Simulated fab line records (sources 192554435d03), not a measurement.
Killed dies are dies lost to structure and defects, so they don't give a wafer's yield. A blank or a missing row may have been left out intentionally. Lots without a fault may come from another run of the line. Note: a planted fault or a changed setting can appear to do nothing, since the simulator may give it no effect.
fab line records | flow n5_finfet | part 1 of 2: steps 1 to 17 of 24
record lots=5 | wafers=15 | last_day=17
route steps=1938 shown HKMG_FIN@427
lots untouched by any fault: they come from a run of this same line in which no faults occurred
start_h: hours from the record's first day to the start of the lot's first wafer shown | wait_h: hours elapsed since this lot's preceding step | " as in the row above | L1.1+2: several wafers, shown together as one row | - no value, or no start given | * or withheld: withheld | < > ~ a bound
route shown NAME@n: a module of which the file shows steps, and the number in the route of the first | usual: the fault-free wafers' mean and standard deviation | same: alike in all rows | chamber/n: place in a boat | sites: each site's reading | _std_site: the standard deviation of these | _edge_site: mean of outer sites minus mean of inner sites | radius_mm: for every site, how far away it sits from the centre of the wafer | mask NAME#n: copy n | behind: the last tool/chamber to shape the wafer | hold: why the lot went on hold/how many hours it stayed there/how the hold came to an end | device: names the non-switching transistor (n, p or np) | end of line: tests of these same wafers at the route's end | where a step has no rows: the recipe by itself | killed: dies lost to structure and defects at the first sort, not the wafer's yield | map: per-die view of a wafer (x killed, . not killed, _ where there is no die)
set.NAME: the setting as run; set.NAME@STEP: as run at that earlier step | model.NAME: the simulator's own value behind a step, which no gauge read
a table for each step, a row for each wafer; lots at some steps of the route
services: when a tool's chamber went out of use (start_h, in hours from the record's first day, below 0 if earlier), for how many hours, and the reason
## steps
# step N5_HKMG_FIN_EXPOSE_09
# recipe mask_id=NWFM | na=1.35 | source_shape=conventional | sigma_outer=0.8 | polarization=unpolarized | dose_mj=39.25
lot.wafer  | tool            | chamber | start_h | wait_h | mask
L083.2+3+4 | arfi_scanner-01 | 0       | 127.62  | -      | NWFM#0
L086.1+4+5 | arfi_scanner-03 | 0       | 151.99  | -      | NWFM#0
L088.1+2+5 | arfi_scanner-03 | 0       | 166.92  | -      | NWFM#0
L093.2+4+5 | arfi_scanner-02 | 0       | 191.33  | -      | NWFM#0
L095.1+2+3 | arfi_scanner-02 | 0       | 203.33  | -      | NWFM#0
# step N5_HKMG_FIN_PEB_10
# recipe peb_temp_c=withheld | peb_time_s=60 | resist=CAR-ArF
# same peb_time_s=60
lot.wafer  | tool           | chamber | start_h | wait_h
L083.2+3+4 | litho_track-05 | 0       | 127.67  | 0.0
L086.1+4+5 | litho_track-05 | 0       | 152.05  | 0.1
L088.1+2+5 | litho_track-04 | 0       | 166.98  | 0.1
L093.2+4+5 | litho_track-02 | 0       | 191.38  | 0.0
L095.1+2+3 | litho_track-02 | 0       | 203.39  | 0.1
# step N5_HKMG_FIN_DEVELOP_11
# recipe develop_time_s=30 | developer=TMAH | resist=CAR-ArF | dev_temp_c=23 | rinse_liquid=diw | dry=air_spin
lot.wafer  | tool           | chamber | start_h | wait_h
L083.2+3+4 | litho_track-05 | 0       | -       | -
L086.1+4+5 | litho_track-05 | 0       | -       | -
L088.1+2+5 | litho_track-04 | 0       | -       | -
L093.2+4+5 | litho_track-02 | 0       | -       | -
L095.1+2+3 | litho_track-02 | 0       | -       | -
# step N5_HKMG_FIN_CD_MEAS_12
# recipe target_cd_nm=92.8 | landing_energy_ev=500 | detector=se_inlens
# usual cd_nm=92.7/0.63
lot.wafer | tool      | chamber | start_h | wait_h | cd_nm
L083.2    | cd_sem-03 | 0       | 127.74  | -      | 92.7
L083.3    | "         | 0       | "       | "      | 93.2
L083.4    | "         | 0       | "       | "      | 92.8
L086.1    | cd_sem-02 | 0       | 152.12  | -      | 92.7
L086.4    | "         | 0       | "       | "      | 93.0
L086.5    | "         | 0       | "       | "      | 92.8
L088.1    | cd_sem-02 | 0       | 167.05  | -      | 93.1
L088.2    | "         | 0       | "       | "      | 92.9
L088.5    | "         | 0       | "       | "      | 92.2
L093.2    | cd_sem-02 | 0       | 191.45  | -      | 92.0
L093.4    | "         | 0       | "       | "      | 92.6
L093.5    | "         | 0       | "       | "      | 92.0
L095.1    | cd_sem-02 | 0       | 203.45  | -      | 93.0
L095.2    | "         | 0       | "       | "      | 93.1
L095.3    | "         | 0       | "       | "      | 93.2
# step N5_HKMG_FIN_OVL_MEAS_13
# recipe points_per_wafer=44
# usual NWFM_OVL=0.5/0.72
lot.wafer | tool       | chamber | start_h | wait_h | NWFM_OVL[nm]
L083.2    | overlay-02 | 0       | 127.77  | 0.0    | -0.5
L083.3    | "          | 0       | "       | "      | 0.8
L083.4    | "          | 0       | "       | "      | -0.4
L086.1    | overlay-02 | 0       | 152.15  | 0.0    | 1.0
L086.4    | "          | 0       | "       | "      | 0.8
L086.5    | "          | 0       | "       | "      | 1.4
L088.1    | overlay-01 | 0       | 167.08  | 0.0    | 1.1
L088.2    | "          | 0       | "       | "      | -0.2
L088.5    | "          | 0       | "       | "      | 0.1
L093.2    | overlay-02 | 0       | 191.47  | 0.0    | 0.3
L093.4    | "          | 0       | "       | "      | -0.1
L093.5    | "          | 0       | "       | "      | 0.1
L095.1    | overlay-01 | 0       | 203.48  | 0.0    | -0.3
L095.2    | "          | 0       | "       | "      | 1.0
L095.3    | "          | 0       | "       | "      | 0.4
# step N5_HKMG_FIN_INSPECT_14
# recipe mode=adi | inspect_instrument=macro
# usual raw_defect_count=2.1/1.5
lot.wafer | tool              | chamber | start_h | wait_h | raw_defect_count
L083.2    | defect_inspect-02 | -       | 127.79  | 0.0    | 3
L083.3    | "                 | -       | "       | "      | 1
L083.4    | "                 | -       | "       | "      | 4
L086.1    | defect_inspect-02 | -       | 152.17  | 0.0    | 1
L086.4    | "                 | -       | "       | "      | 2
L086.5    | "                 | -       | "       | "      | 2
L088.1    | defect_inspect-01 | -       | 167.10  | 0.0    | 1
L088.2    | "                 | -       | "       | "      | 0
L088.5    | "                 | -       | "       | "      | 1
L093.2    | defect_inspect-01 | -       | 191.50  | 0.0    | 3
L093.4    | "                 | -       | "       | "      | 3
L093.5    | "                 | -       | "       | "      | 1
L095.1    | defect_inspect-01 | -       | 203.51  | 0.0    | 2
L095.2    | "                 | -       | "       | "      | 2
L095.3    | "                 | -       | "       | "      | 0
# step N5_HKMG_FIN_DESCUM_17
# recipe chemistry=O2 | time_s=7.9 | source_power_w=50 | bias_power_w=20 | pressure_mtorr=20 | rf_frequency_hz=2.712e+07 | temp_c=40 | resist=CAR-ArF | o2_flow_sccm=225
# usual drypump_motor_current_A=5.8/0.37 | o2_flow_sccm=224.9/0.71 | oes_product_au=0.79/0.11 | rf_fwd_power_W=49.41/0.23 | rf_vpp_V=243.4/1.6 | showerhead_plenum_p_Torr=2.11/0.084 | throttle_valve_pct=20.51/0.24
lot.wafer | tool        | chamber | start_h | wait_h | drypump_motor_current_A | o2_flow_sccm | oes_product_au | rf_fwd_power_W | rf_hours_counter_h | rf_vpp_V | showerhead_plenum_p_Torr | throttle_valve_pct
L083.2    | rie_diel-02 | 3       | 128.02  | 0.2    | 6.6                     | 225.2        | 0.81           | 49.74          | 73                 | 246.2    | 2.21                     | 20.21
L083.3    | "           | 2       | "       | "      | 5.7                     | 223.2        | 0.77           | 49.21          | 112                | 241.8    | 2.02                     | 20.64
L083.4    | "           | 0       | "       | "      | 6.1                     | 224.3        | 0.69           | 49.30          | 245                | 242.4    | 2.05                     | 20.48
L086.1    | rie_diel-05 | 2       | 152.21  | 0.0    | 6.0                     | 225.2        | 0.69           | 49.44          | 219                | 242.7    | 2.15                     | 20.76
L086.4    | "           | 0       | "       | "      | 5.8                     | 226.0        | 0.85           | 49.56          | -                  | 244.1    | 2.22                     | 20.77
L086.5    | "           | 3       | "       | "      | 5.7                     | 225.3        | 0.98           | 49.25          | -                  | 242.1    | 2.07                     | 20.33
L088.1    | rie_diel-06 | 1       | 167.14  | 0.0    | 5.2                     | 224.9        | 0.73           | 49.60          | 190                | 243.5    | 2.16                     | 20.75
L088.2    | "           | 2       | "       | "      | 6.3                     | 223.9        | 0.97           | 49.48          | 4                  | 245.5    | 2.23                     | 20.01
L088.5    | "           | 3       | "       | "      | 5.6                     | 224.8        | 0.67           | 49.07          | -                  | 243.5    | 2.06                     | 20.70
L093.2    | rie_diel-06 | 0       | 191.53  | 0.0    | 5.7                     | 225.6        | 0.98           | 49.42          | 3                  | 246.0    | 2.23                     | 20.31
L093.4    | "           | 0       | "       | "      | 5.7                     | 225.5        | 0.99           | 49.67          | -                  | 245.7    | 2.23                     | 20.32
L093.5    | "           | 2       | "       | "      | 6.3                     | 224.8        | 0.94           | 49.70          | -                  | 244.2    | 2.22                     | 20.02
L095.1    | rie_diel-06 | 1       | 203.54  | 0.0    | 5.2                     | 223.8        | 0.72           | 49.42          | 208                | 244.2    | 2.16                     | 20.80
L095.2    | "           | 2       | "       | "      | 6.3                     | 225.2        | 0.92           | 49.33          | 21                 | 246.4    | 2.22                     | 20.05
L095.3    | "           | 0       | "       | "      | 5.7                     | 224.5        | 0.95           | 49.84          | 10                 | 246.4    | 2.23                     | 20.34
# step N5_HKMG_FIN_ETCH_31
# recipe chemistry=CF4 | target=SiARC | target_depth_a=455 | mask_material=CAR-ArF | time_s=75.8 | ion_energy_ev=80 | pressure_mtorr=40 | source_w=545 | bias_w=36 | Ar_flow_sccm=100 | cf4_flow_sccm=100 | ends=cleared
# usual bias_w=35.99/0.12 | drypump_motor_current_A=5.8/0.38 | etch_rf_on_time_s=75.8/1.2 | oes_product_au=0.68/0.091 | rf_fwd_power_W=539.4/2.2 | rf_vpp_V=184.4/1.3 | showerhead_plenum_p_Torr=2.16/0.083 | throttle_valve_pct=15.71/0.26
lot.wafer | tool        | chamber | start_h | wait_h | bias_w | drypump_motor_current_A | etch_rf_on_time_s | oes_product_au | rf_fwd_power_W | rf_hours_counter_h | rf_vpp_V | showerhead_plenum_p_Torr | throttle_valve_pct
L083.2    | rie_diel-02 | 3       | 128.05  | 0.0    | 36.09  | 6.6                     | 74.6              | 0.70           | 539.8          | 73                 | 185.4    | 2.26                     | 15.41
L083.3    | "           | 2       | "       | "      | 36.27  | 5.7                     | 74.2              | 0.67           | 539.4          | 112                | 183.9    | 2.07                     | 15.83
L083.4    | "           | 0       | "       | "      | 36.00  | 6.1                     | 77.8              | 0.59           | 540.0          | 245                | 184.9    | 2.10                     | 15.74
L086.1    | rie_diel-05 | 2       | 152.24  | 0.0    | 36.07  | 6.0                     | 76.4              | 0.59           | 545.0          | 219                | 184.6    | 2.20                     | 15.99
L086.4    | "           | 0       | "       | "      | 35.94  | 5.8                     | 74.2              | 0.74           | 537.3          | -                  | 185.3    | 2.26                     | 15.88
L086.5    | "           | 3       | "       | "      | 36.16  | 5.7                     | 75.8              | 0.84           | 536.2          | -                  | 183.7    | 2.11                     | 15.40
L088.1    | rie_diel-06 | 1       | 167.17  | 0.0    | 35.75  | 5.2                     | 75.8              | 0.63           | 539.7          | 190                | 184.0    | 2.22                     | 15.99
L088.2    | "           | 2       | "       | "      | 36.13  | 6.3                     | 75.5              | 0.83           | 541.5          | 4                  | 185.8    | 2.28                     | 15.22
L088.5    | "           | 3       | "       | "      | 36.01  | 5.6                     | 77.5              | 0.57           | 534.9          | -                  | 182.9    | 2.11                     | 15.91
L093.2    | rie_diel-06 | 0       | 191.57  | 0.0    | 36.01  | 5.7                     | 75.3              | 0.84           | 542.5          | 3                  | 185.1    | 2.28                     | 15.44
L093.4    | "           | 0       | "       | "      | 35.88  | 5.7                     | 75.2              | 0.84           | 541.5          | -                  | 187.1    | 2.28                     | 15.45
L093.5    | "           | 2       | "       | "      | 36.08  | 6.3                     | 76.6              | 0.79           | 540.0          | -                  | 186.5    | 2.28                     | 15.23
L095.1    | rie_diel-06 | 1       | 203.58  | 0.0    | 35.88  | 5.2                     | 74.5              | 0.61           | 540.5          | 208                | 184.4    | 2.21                     | 16.01
L095.2    | "           | 2       | "       | "      | 35.97  | 6.3                     | 75.3              | 0.78           | 540.2          | 21                 | 186.1    | 2.27                     | 15.26
L095.3    | "           | 0       | "       | "      | 35.99  | 5.7                     | 75.7              | 0.82           | 540.8          | 10                 | 186.5    | 2.27                     | 15.45
# step N5_HKMG_FIN_ETCH_32
# recipe chemistry=N2/H2 | target=SOC | target_depth_a=2400 | temp_c=40 | time_s=300 | ion_energy_ev=200 | mask_material=SiARC | pressure_mtorr=30 | source_w=840 | bias_w=150 | n2_flow_sccm=200 | h2_flow_sccm=200
# usual bias_w=150.0/0.46 | drypump_motor_current_A=5.8/0.38 | oes_product_au=0.79/0.11 | rf_fwd_power_W=838.3/2.5 | rf_vpp_V=524.6/3 | showerhead_plenum_p_Torr=2.57/0.1 | throttle_valve_pct=17.93/0.22
lot.wafer | tool        | chamber | start_h | wait_h | bias_w | drypump_motor_current_A | oes_product_au | rf_fwd_power_W | rf_hours_counter_h | rf_vpp_V | showerhead_plenum_p_Torr | throttle_valve_pct
L083.2    | rie_diel-02 | 3       | 128.11  | 0.0    | 149.4  | 6.6                     | 0.82           | 839.2          | 73                 | 528.1    | 2.69                     | 17.60
L083.3    | "           | 2       | "       | "      | 149.5  | 5.7                     | 0.79           | 837.9          | 112                | 521.5    | 2.45                     | 17.97
L083.4    | "           | 0       | "       | "      | 149.9  | 6.1                     | 0.70           | 839.4          | 245                | 524.2    | 2.51                     | 18.14
L086.1    | rie_diel-05 | 2       | 152.30  | 0.0    | 150.3  | 6.0                     | 0.70           | 838.3          | 219                | 526.2    | 2.62                     | 18.13
L086.4    | "           | 0       | "       | "      | 149.6  | 5.8                     | 0.86           | 837.3          | -                  | 529.7    | 2.70                     | 18.19
L086.5    | "           | 3       | "       | "      | 149.7  | 5.7                     | 0.98           | 834.1          | -                  | 520.9    | 2.50                     | 17.64
L088.1    | rie_diel-06 | 1       | 167.23  | 0.0    | 149.5  | 5.2                     | 0.73           | 836.0          | 191                | 527.8    | 2.63                     | 18.09
L088.2    | "           | 2       | "       | "      | 150.1  | 6.3                     | 0.96           | 840.3          | 4                  | 528.7    | 2.73                     | 17.51
L088.5    | "           | 3       | "       | "      | 150.3  | 5.6                     | 0.68           | 838.2          | -                  | 523.2    | 2.50                     | 18.12
L093.2    | rie_diel-06 | 0       | 191.62  | 0.0    | 150.2  | 5.7                     | 0.98           | 835.1          | 3                  | 527.4    | 2.71                     | 17.68
L093.4    | "           | 0       | "       | "      | 149.6  | 5.7                     | 0.98           | 835.0          | -                  | 528.6    | 2.71                     | 17.68
L093.5    | "           | 2       | "       | "      | 150.1  | 6.3                     | 0.93           | 835.0          | -                  | 528.2    | 2.72                     | 17.55
L095.1    | rie_diel-06 | 1       | 203.63  | 0.0    | 150.3  | 5.2                     | 0.72           | 836.8          | 208                | 525.3    | 2.62                     | 18.12
L095.2    | "           | 2       | "       | "      | 149.7  | 6.3                     | 0.91           | 836.4          | 21                 | 528.5    | 2.72                     | 17.56
L095.3    | "           | 0       | "       | "      | 149.9  | 5.7                     | 0.96           | 839.6          | 10                 | 530.0    | 2.71                     | 17.69
# step N5_HKMG_FIN_STRIP_33
# recipe chemistry=N2/H2 | temp_c=40 | n2_flow_sccm=200 | h2_flow_sccm=200 | rf_frequency_hz=6e+07
lot.wafer  | tool        | chamber | start_h | wait_h
L083.2+3+4 | rie_diel-02 | 3,2,0   | 128.29  | 0.1
L086.1+4+5 | rie_diel-05 | 2,0,3   | 152.48  | 0.1
L088.1+2+5 | rie_diel-06 | 1,2,3   | 167.41  | 0.1
L093.2+4+5 | rie_diel-06 | 0,0,2   | 191.80  | 0.1
L095.1+2+3 | rie_diel-06 | 1,2,0   | 203.81  | 0.1
# step N5_HKMG_FIN_STRIP_34
# recipe chemistry=CF4 | resist=SiARC | power_w=300 | bias_power_w=75 | pressure_mtorr=50 | cf4_flow_sccm=150 | rf_frequency_hz=6e+07
# usual drypump_motor_current_A=5.8/0.38 | oes_product_au=0.79/0.099 | rf_fwd_power_W=293.7/1.2 | rf_vpp_V=271.4/1.6 | showerhead_plenum_p_Torr=1.81/0.07 | throttle_valve_pct=13.68/0.27
lot.wafer | tool        | chamber | start_h | wait_h | drypump_motor_current_A | oes_product_au | rf_fwd_power_W | rf_hours_counter_h | rf_vpp_V | showerhead_plenum_p_Torr | throttle_valve_pct
L083.2    | rie_diel-02 | 3       | 128.30  | 0.0    | 6.6                     | 0.80           | 291.8          | 73                 | 271.9    | 1.89                     | 13.36
L083.3    | "           | 2       | "       | "      | 5.7                     | 0.77           | 293.7          | 112                | 270.7    | 1.74                     | 13.78
L083.4    | "           | 0       | "       | "      | 6.1                     | 0.71           | -              | 245                | 271.5    | 1.76                     | 13.76
L086.1    | rie_diel-05 | 2       | 152.49  | 0.0    | 6.0                     | 0.69           | -              | 219                | 272.3    | 1.85                     | 13.99
L086.4    | "           | 0       | "       | "      | 5.7                     | 0.85           | 293.2          | -                  | 272.2    | 1.90                     | 13.80
L086.5    | "           | 3       | "       | "      | 5.7                     | 0.96           | 292.0          | -                  | 269.3    | 1.77                     | 13.34
L088.1    | rie_diel-06 | 1       | 167.42  | 0.0    | 5.2                     | 0.73           | 293.2          | 191                | 272.7    | 1.86                     | 13.98
L088.2    | "           | 2       | "       | "      | 6.3                     | 0.95           | 293.4          | 5                  | 273.8    | 1.91                     | 13.18
L088.5    | "           | 3       | "       | "      | 5.6                     | 0.67           | 291.4          | -                  | 269.9    | 1.77                     | 13.92
L093.2    | rie_diel-06 | 0       | 191.81  | 0.0    | 5.7                     | 0.97           | 295.4          | 3                  | 273.0    | 1.91                     | 13.38
L093.4    | "           | 0       | "       | "      | 5.7                     | 0.97           | 295.5          | -                  | 273.0    | 1.91                     | 13.38
L093.5    | "           | 2       | "       | "      | 6.3                     | 0.91           | 292.9          | -                  | 273.7    | 1.91                     | 13.20
L095.1    | rie_diel-06 | 1       | 203.82  | 0.0    | 5.2                     | 0.72           | 292.6          | 208                | 272.0    | 1.86                     | 14.02
L095.2    | "           | 2       | "       | "      | 6.3                     | 0.91           | 293.6          | 21                 | 272.8    | 1.91                     | 13.21
L095.3    | "           | 0       | "       | "      | 5.7                     | 0.94           | 295.9          | 10                 | 273.4    | 1.90                     | 13.38
# step N5_HKMG_FIN_ETCH_35
# recipe chemistry=N2/H2 | target=SOC | target_depth_a=2158 | ion_energy_ev=65 | bias_w=5 | source_w=3000 | time_s=243.4 | pressure_mtorr=30 | n2_flow_sccm=200 | h2_flow_sccm=200
# usual bias_w=5.001/0.016 | drypump_motor_current_A=5.8/0.38 | oes_product_au=0.79/0.11 | rf_fwd_power_W=2992/8.6 | rf_vpp_V=141.9/0.98 | showerhead_plenum_p_Torr=2.57/0.1 | throttle_valve_pct=17.94/0.22
lot.wafer | tool        | chamber | start_h | wait_h | bias_w | drypump_motor_current_A | oes_product_au | rf_fwd_power_W | rf_hours_counter_h | rf_vpp_V | showerhead_plenum_p_Torr | throttle_valve_pct
L083.2    | rie_diel-02 | 3       | 128.32  | 0.0    | 5.005  | 6.6                     | 0.81           | 2991           | 73                 | 141.6    | 2.69                     | 17.62
L083.3    | "           | 2       | "       | "      | 4.966  | 5.7                     | 0.78           | 3008           | 112                | 139.9    | 2.45                     | 18.00
L083.4    | "           | 0       | "       | "      | 4.985  | 6.1                     | 0.70           | 2984           | 245                | 142.3    | 2.51                     | 18.12
L086.1    | rie_diel-05 | 2       | 152.51  | 0.0    | 4.997  | 6.0                     | 0.68           | 3003           | 219                | 142.9    | 2.62                     | 18.14
L086.4    | "           | 0       | "       | "      | 4.987  | 5.8                     | 0.86           | 2994           | -                  | 143.0    | 2.70                     | 18.20
L086.5    | "           | 3       | "       | "      | 4.984  | 5.7                     | 0.98           | 2977           | -                  | 140.7    | 2.50                     | 17.66
L088.1    | rie_diel-06 | 1       | 167.44  | 0.0    | 5.010  | 5.2                     | 0.73           | 2992           | 191                | 143.0    | 2.63                     | 18.07
L088.2    | "           | 2       | "       | "      | 4.985  | 6.3                     | 0.97           | 2978           | 5                  | 142.5    | 2.73                     | 17.52
L088.5    | "           | 3       | "       | "      | 4.992  | 5.6                     | 0.67           | 2987           | -                  | 141.8    | 2.50                     | 18.14
L093.2    | rie_diel-06 | 0       | 191.83  | 0.0    | 4.998  | 5.7                     | 0.99           | 2991           | 3                  | 142.9    | 2.71                     | 17.70
L093.4    | "           | 0       | "       | "      | 4.993  | 5.7                     | 0.99           | 2995           | -                  | 142.4    | 2.71                     | 17.68
L093.5    | "           | 2       | "       | "      | 5.008  | 6.3                     | 0.93           | 2988           | -                  | 144.0    | 2.72                     | 17.53
L095.1    | rie_diel-06 | 1       | 203.84  | 0.0    | 5.002  | 5.2                     | 0.72           | 2997           | 208                | 142.8    | 2.62                     | 18.12
L095.2    | "           | 2       | "       | "      | 4.985  | 6.3                     | 0.90           | 2989           | 21                 | 142.2    | 2.72                     | 17.54
L095.3    | "           | 0       | "       | "      | 5.018  | 5.7                     | 0.95           | 2998           | 10                 | 143.0    | 2.71                     | 17.71
# step N5_HKMG_FIN_STRIP_92
# recipe chemistry=N2/H2 | material=SOC | time_s=20 | power_w=500 | temp_c=40 | pressure_mtorr=50 | rf_frequency_hz=6e+07 | bias_power_w=8 | h2_frac=0.5 | n2_flow_sccm=300 | h2_flow_sccm=300
# usual drypump_motor_current_A=5.8/0.37 | oes_product_au=0.79/0.11 | rf_fwd_power_W=496.3/1.7 | rf_vpp_V=54.3/0.86 | showerhead_plenum_p_Torr=3.40/0.13 | throttle_valve_pct=19.08/0.26
lot.wafer | tool        | chamber | start_h | wait_h | drypump_motor_current_A | oes_product_au | rf_fwd_power_W | rf_hours_counter_h | rf_vpp_V | showerhead_plenum_p_Torr | throttle_valve_pct
L083.2    | rie_diel-02 | 3       | 128.47  | 0.1    | 6.6                     | 0.81           | 497.7          | 73                 | 54.5     | 3.54                     | 18.75
L083.3    | "           | 2       | "       | "      | 5.7                     | 0.78           | 498.1          | 112                | 53.1     | 3.25                     | 18.95
L083.4    | "           | 0       | "       | "      | 6.1                     | 0.69           | 497.1          | 245                | 53.7     | 3.32                     | 19.63
L086.1    | rie_diel-05 | 2       | 152.66  | 0.1    | 6.0                     | 0.69           | 495.7          | 220                | 55.6     | 3.46                     | 19.06
L086.4    | "           | 0       | "       | "      | 5.7                     | 0.87           | 494.8          | -                  | 54.8     | 3.56                     | 19.40
L086.5    | "           | 3       | "       | "      | 5.7                     | 0.98           | 494.8          | -                  | 53.4     | 3.30                     | 18.84
L088.1    | rie_diel-06 | 1       | 167.59  | 0.1    | 5.2                     | 0.73           | 498.9          | 191                | 55.9     | 3.46                     | 19.03
L088.2    | "           | 2       | "       | "      | 6.3                     | 0.96           | 495.1          | 5                  | 54.1     | 3.59                     | 18.67
L088.5    | "           | 3       | "       | "      | 5.6                     | 0.67           | 492.3          | -                  | 54.6     | 3.30                     | 19.37
L093.2    | rie_diel-06 | 0       | 191.98  | 0.1    | 5.7                     | 0.99           | 495.5          | 3                  | 55.5     | 3.57                     | 18.78
L093.4    | "           | 0       | "       | "      | 5.7                     | 0.98           | 495.0          | -                  | 54.8     | 3.57                     | 18.78
L093.5    | "           | 2       | "       | "      | 6.3                     | 0.93           | 495.3          | -                  | 54.9     | 3.59                     | 18.70
L095.1    | rie_diel-06 | 1       | 203.99  | 0.1    | 5.2                     | 0.73           | 498.2          | 208                | 54.5     | 3.46                     | 19.06
L095.2    | "           | 2       | "       | "      | 6.4                     | 0.90           | 495.5          | 21                 | 55.0     | 3.58                     | 18.72
L095.3    | "           | 0       | "       | "      | 5.7                     | 0.95           | 502.1          | 10                 | 55.0     | 3.57                     | 18.79
# step N5_HKMG_FIN_WET_ETCH_18
# recipe chemistry=SC1 | target=TiN | mix=1:1:5 | temp_c=* | time_s=55 | target_depth_nm=5.2 | dry=ipa_marangoni | rinse_time_s=30 | rinse_temp_c=23
# usual nh4oh_flow_mL_min=214.3/0.64
lot.wafer | tool         | chamber | start_h | wait_h | nh4oh_flow_mL_min
L083.2    | wet_bench-02 | 0       | 128.55  | 0.1    | 215.2
L083.3    | "            | 6       | "       | "      | 214.4
L083.4    | "            | 3       | "       | "      | 213.2
L086.1    | wet_bench-05 | 0       | 152.74  | 0.1    | 214.2
L086.4    | "            | 2       | "       | "      | 215.2
L086.5    | "            | 4       | "       | "      | 213.2
L088.1    | wet_bench-05 | 1       | 167.77  | 0.2    | 215.4
L088.2    | "            | 2       | "       | "      | 214.6
L088.5    | "            | 3       | "       | "      | 214.8
L093.2    | wet_bench-02 | 7       | 192.07  | 0.1    | 214.1
L093.4    | "            | 1       | "       | "      | 215.0
L093.5    | "            | 0       | "       | "      | 213.8
L095.1    | wet_bench-04 | 6       | 204.08  | 0.1    | 215.5
L095.2    | "            | 5       | "       | "      | 214.4
L095.3    | "            | 3       | "       | "      | 213.7
# step N5_HKMG_FIN_STRIP_19
# recipe chemistry=N2/H2 | power_w=2500 | temp_c=300 | h2_frac=0.65 | time_s=360 | pressure_mtorr=withheld | n2_flow_sccm=1750 | h2_flow_sccm=3250
# usual drypump_motor_current_A=5.6/0.44 | heater_power_w=440/56
lot.wafer | tool            | chamber | start_h | wait_h | drypump_motor_current_A | heater_power_w | rf_hours_counter_h
L083.2    | plasma_asher-02 | 1       | 128.65  | 0.0    | 5.9                     | 419            | 50
L083.3    | "               | 1       | "       | "      | 5.9                     | 412            | -
L083.4    | "               | 0       | "       | "      | 5.3                     | 538            | -
L086.1    | plasma_asher-01 | 0       | 152.80  | 0.0    | 5.1                     | 410            | 96
L086.4    | "               | 1       | "       | "      | 6.2                     | 403            | -
L086.5    | "               | 1       | "       | "      | 6.1                     | 399            | -
L088.1    | plasma_asher-01 | 0       | 167.83  | 0.0    | 5.1                     | 414            | 99
L088.2    | "               | 1       | "       | "      | 6.1                     | 404            | 99
L088.5    | "               | 1       | "       | "      | 6.2                     | 404            | -
L093.2    | plasma_asher-02 | 0       | 192.13  | 0.0    | 5.3                     | 538            | 62
L093.4    | "               | 1       | "       | "      | 6.0                     | 423            | -
L093.5    | "               | 1       | "       | "      | 5.9                     | 426            | -
L095.1    | plasma_asher-02 | 1       | 204.14  | 0.0    | 5.9                     | 421            | 65
L095.2    | "               | 0       | "       | "      | 5.3                     | 537            | 65
L095.3    | "               | 0       | "       | "      | 5.3                     | 528            | -
# step N5_HKMG_FIN_ALD_91
# recipe material=TiN | target_thk_a=10 | temp_c=400 | ald_precursor_family=TiCl4 | ald_co_reactant=NH3 | pulse_time_s=1 | purge_time_s=3 | co_reactant_purge_time_s=2 | co_reactant_pulse_time_s=2 | ald_cycles=47 | pressure_torr=3
# usual heater_power_w=902/130 | precursor_pulse_height_rel=1.000/0.021
# same purge_time_s=3
lot.wafer | tool         | chamber | start_h | wait_h | heater_power_w | precursor_pulse_height_rel
L083.2    | ald_metal-01 | 1       | 129.03  | 0.3    | 1071           | 0.993
L083.3    | "            | 0       | "       | "      | 868            | 0.982
L083.4    | "            | 3       | "       | "      | 948            | 0.990
L086.1    | ald_metal-01 | 3       | 153.19  | 0.3    | 950            | 1.041
L086.4    | "            | 0       | "       | "      | 869            | 0.982
L086.5    | "            | 1       | "       | "      | 1103           | 0.981
L088.1    | ald_metal-02 | 1       | 168.22  | 0.3    | 904            | 1.009
L088.2    | "            | 2       | "       | "      | 1087           | 0.996
L088.5    | "            | 1       | "       | "      | 887            | 0.989
L093.2    | ald_metal-04 | 3       | 192.51  | 0.3    | 886            | 1.034
L093.4    | "            | 0       | "       | "      | 709            | 1.033
L093.5    | "            | 1       | "       | "      | 754            | 0.998
L095.1    | ald_metal-04 | 1       | 204.53  | 0.3    | 759            | 1.030
L095.2    | "            | 0       | "       | "      | 722            | 1.021
L095.3    | "            | 3       | "       | "      | 879            | 0.979
# step N5_HKMG_FIN_COAT_85
# recipe resist=SOC | temp_c=250 | time_s=60 | spin_rpm=1500 | resist_thk_nm=300
lot.wafer  | tool           | chamber | start_h | wait_h
L083.2+3+4 | litho_track-04 | 0       | 129.32  | 0.2
L086.1+4+5 | litho_track-05 | 0       | 153.46  | 0.2
L088.1+2+5 | litho_track-05 | 0       | 168.49  | 0.2
L093.2+4+5 | litho_track-05 | 0       | 192.79  | 0.2
L095.1+2+3 | litho_track-02 | 0       | 204.80  | 0.2
